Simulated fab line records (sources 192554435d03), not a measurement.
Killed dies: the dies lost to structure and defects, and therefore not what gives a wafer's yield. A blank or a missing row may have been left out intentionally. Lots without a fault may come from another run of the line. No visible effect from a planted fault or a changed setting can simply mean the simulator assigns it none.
Split-lot experiment	flow n5_finfet	21 wafers read across 7 lots, on a route 1938 steps long

THE SPLIT
At N5_FIN_SAQP_SPACER2_ALD_28 (deposits SiO2, target thk 8.1 nm, pulse time 1 s, purge time 2 s), the setting temp_c was moved away from the recipe's 300 C on 8 of the 21 wafers read, by -3.7% to +2.2%. The other wafers ran this setting at the recipe's value.

The reading is taken at the split's own step.

THE READING
SiO2_of_FIN_SAQP_SPACER2_ALD_28.thk_nm (the simulator's own value, which no gauge read), in nm, at N5_FIN_SAQP_SPACER2_ALD_28 (deposits SiO2, target thk 8.1 nm, pulse time 1 s, purge time 2 s). There is no usual value for it anywhere in the file. Average 8.1 nm, standard deviation 0.1 nm, over the 13 wafers here run with the recipe.

wafer	tool, chamber at the split	temp_c as run, C	against the recipe	SiO2_of_FIN_SAQP_SPACER2_ALD_28.thk_nm, nm	against lot-mates on the recipe
L074.2	ald_sin-01, 3,0	306.7	+2.2%	8	+0.0
L074.6	ald_sin-01, 3,0	306.7	+2.2%	8	+0.0
L074.4	ald_sin-01, 0	300	recipe	8	-
L076.1	ald_sin-03, 3,2	290.7	-3.1%	8.4	+0.4
L076.2	ald_sin-03, 3,2	290.7	-3.1%	8.4	+0.4
L076.4	ald_sin-03, 0	300	recipe	8	-
L077.1	ald_sin-03, 0	300	recipe	8	-
L077.2	ald_sin-03, 3	290	-3.3%	8.4	+0.3
L077.6	ald_sin-03, 2	300	recipe	8.2	-
L085.1	ald_sin-01, 2	300	recipe	8.2	-
L085.5	ald_sin-01, 2	292.1	-2.6%	8.4	+0.3
L085.6	ald_sin-01, 1	300	recipe	8	-
L089.1	ald_sin-04, 2,3,1	300	recipe	8.2	-
L089.3	ald_sin-04, 2,3,1	300	recipe	8.2	-
L089.6	ald_sin-04, 2,3,1	300	recipe	8.2	-
L095.1	ald_sin-01, 2	300	recipe	8.2	-
L095.2	ald_sin-01, 1	288.9	-3.7%	8.4	+0.3
L095.6	ald_sin-01, 3	300	recipe	8	-
L096.1	ald_sin-01, 3,1	300	recipe	8	-
L096.4	ald_sin-01, 3,1	300	recipe	8	-
L096.5	ald_sin-01, 0	288.8	-3.7%	8.4	+0.4
The file does not say which wafer passed through which chamber wherever a row lists several chambers: such a row stands for several wafers.

THE FIT
A straight line over all 21 wafers: SiO2_of_FIN_SAQP_SPACER2_ALD_28.thk_nm changes by -0.082 nm for each +1% of temp_c; r = -0.86; the points scatter about the line by 0.09 nm.
The same after taking each lot's own level away (the mean of its wafers on the recipe; 21 wafers): -0.0838 nm for each +1%; r = -0.87; scatter 0.089 nm.
On that fit, the largest move of temp_c shifts the reading by 0.31 nm.
The lots' own levels span 8.00 to 8.20 nm, that is 2.0 times the standard deviation above.
The two slopes are in agreement: the lot-to-lot level therefore moves the slope only a little.
Check: for one of the wafers moved furthest among these (-3.7%), held out of the fit, the line's prediction against its lot-mates is +0.341 nm. Against them it came out at +0.4 nm.

OTHER SPLITS APPLIED TO THESE WAFERS
These wafers also went through other splits before the reading. Each is held against what the fit with the lots' levels taken away leaves over:
other split on the same wafers	wafers away from the commonest value	r with SiO2_of_FIN_SAQP_SPACER2_ALD_28.thk_nm (lot level and that fit taken away)
N5_WELL_APT_COAT_02 spin_rpm	9	-0.35
N5_WELL_APT_EXPOSE_22 dose_mj	12	+0.23
N5_WELL_APT_PEB_23 peb_time_s	2	+0.13

FILE'S OWN FIT
SiO2_of_FIN_SAQP_SPACER2_ALD_28.thk_nm changes by -0.0935 nm for each +1% of temp_c, r = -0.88.
